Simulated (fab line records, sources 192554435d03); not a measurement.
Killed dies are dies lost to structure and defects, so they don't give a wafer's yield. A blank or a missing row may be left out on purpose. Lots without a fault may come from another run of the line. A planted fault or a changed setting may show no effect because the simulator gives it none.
Which tool did it? | flow n5_finfet | 11 lots, 31 wafers sampled, at 1 step of a route of 1938

WHAT THE GAUGES READ, wafer by wafer
N5_BEOL_M7_INSPECT_13: inspects for defects (brightfield).
lot  | measured     | on                | raw_defect_count
L816 | day 9 06:56  | defect_inspect-01 | 239 376 414
L815 | day 9 07:19  | defect_inspect-01 | 376 438 337
L822 | day 10 11:07 | defect_inspect-01 | 332 280 506
L824 | day 10 20:01 | defect_inspect-01 | 262 310 356
L827 | day 11 21:22 | defect_inspect-01 | 422 480 319
L832 | day 13 14:15 | defect_inspect-01 | 224 440 331
L834 | day 13 14:17 | defect_inspect-01 | 484 474 449
L835 | day 13 18:05 | defect_inspect-01 | 306 416 423
L836 | day 13 20:16 | defect_inspect-02 | 675 468 453
L837 | day 14 20:17 | defect_inspect-01 | 466 443
L838 | day 15 01:41 | defect_inspect-02 | 394 304

WHICH TOOL RAN EACH LOT (tool, then ch and the chambers of the sampled wafers, then the start)
The record holds no process step before these readings.

THE ANSWER, worked out from the rows above alone
Rule: what is usual is taken from the lots themselves. Put in order of their means at a reading, lots are off if they are a third of the lots or fewer, leave a main group of 4 or more, and stand apart from it by a gap of 3 or more times the standard deviation of the main group's means; of several such gaps the widest counts. A main group whose means are all the same, to the digits that the tables above print for the reading, isn't used. A lot without any number at a reading at which 4 lots or more have one is off too. The other lots that the step has rows for count as sound.
No lot is off at any reading shown: from this, nothing can be told.

WHAT THE SIMULATOR HAD PUT IN
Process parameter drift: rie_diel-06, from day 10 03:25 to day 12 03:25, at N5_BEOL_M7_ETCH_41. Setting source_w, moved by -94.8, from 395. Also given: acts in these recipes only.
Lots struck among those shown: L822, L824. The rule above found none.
